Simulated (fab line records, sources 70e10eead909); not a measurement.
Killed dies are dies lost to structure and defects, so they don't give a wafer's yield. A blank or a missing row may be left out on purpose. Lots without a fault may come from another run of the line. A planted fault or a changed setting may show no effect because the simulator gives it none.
Chamber matching | flow nand_harc | NHARC_A_CONTACT_DESCUM_13 on rie_diel-11: 4 sister chambers
The step chemistry O2, time 3 s. 14 wafers are shown with their chamber, then 7 later ones without.

WAFERS WITH THEIR CHAMBER
wafer  | chamber | showerhead_plenum_p_Torr (Torr) | drypump_motor_current_A (A) | rf_vpp_V (V)
L887.1 | 0       | 1.98                            | 5.2                         | 58.1
L887.4 | 2       | 1.78                            | 5.9                         | 57.6
L887.6 | 1       | 1.77                            | 5.6                         | 57.3
L892.2 | 1       | 1.77                            | 5.7                         | 56.9
L892.3 | 2       | 1.78                            | 5.9                         | 57.6
L892.5 | 0       | 1.97                            | 5.2                         | 56.8
L893.1 | 3       | 1.77                            | 5.2                         | 58.9
L893.2 | 1       | 1.77                            | 5.6                         | 58.2
L893.5 | 2       | 1.78                            | 5.9                         | 58.3
L899.1 | 0       | 1.97                            | 5.2                         | 58.7
L899.3 | 2       | 1.78                            | 5.9                         | 55.0
L899.5 | 2       | 1.78                            | 5.9                         | 57.9
L898.1 | 2       | 1.78                            | 5.8                         | 56.6
L898.2 | 0       | 1.97                            | 5.2                         | 58.8

SIGNATURES (means of the wafers above)
reading                  | chamber 0 | chamber 1 | chamber 2 | chamber 3 | scatter within a chamber
showerhead_plenum_p_Torr | 1.9725    | 1.7700    | 1.7800    | 1.7700    | 0.00274
drypump_motor_current_A  | 5.200     | 5.633     | 5.883     | 5.200     | 0.0387
rf_vpp_V                 | 58.100    | 57.467    | 57.167    | 58.900    | 1.03
Rule: a wafer's distance from a chamber is the root of the sum, over the readings, of the square of ((its reading less the chamber's mean) divided by the reading's scatter). The wafer belongs to the nearest chamber; if the next one is less than 2 further off, it can't be placed. The scatter: the root of (the sum of the squares of (reading less its chamber's mean) over the shown wafers, divided by (wafers less chambers)).

WAFERS WITHOUT THEIR CHAMBER
wafer  | showerhead_plenum_p_Torr (Torr) | drypump_motor_current_A (A) | rf_vpp_V (V)
L898.4 | 1.77                            | 5.2                         | 57.1
L906.1 | 1.76                            | 5.7                         | 56.9
L906.2 | 1.97                            | 5.2                         | 57.9
L906.4 | 1.76                            | 5.7                         | 58.9
L907.2 | 1.97                            | 5.2                         | 59.7
L907.3 | 1.76                            | 5.7                         | 58.2
L907.4 | 1.78                            | 5.9                         | 56.6

WHICH CHAMBER EACH WENT THROUGH
wafer  | from the rows above | in truth
L898.4 | 3                   | 3
L906.1 | 1                   | 1
L906.2 | 0                   | 0
L906.4 | 1                   | 1
L907.2 | 0                   | 0
L907.3 | 1                   | 1
L907.4 | 2                   | 2
Placed correctly: 7 of 7. Can't be placed from these rows: 0. Placed wrongly: 0.
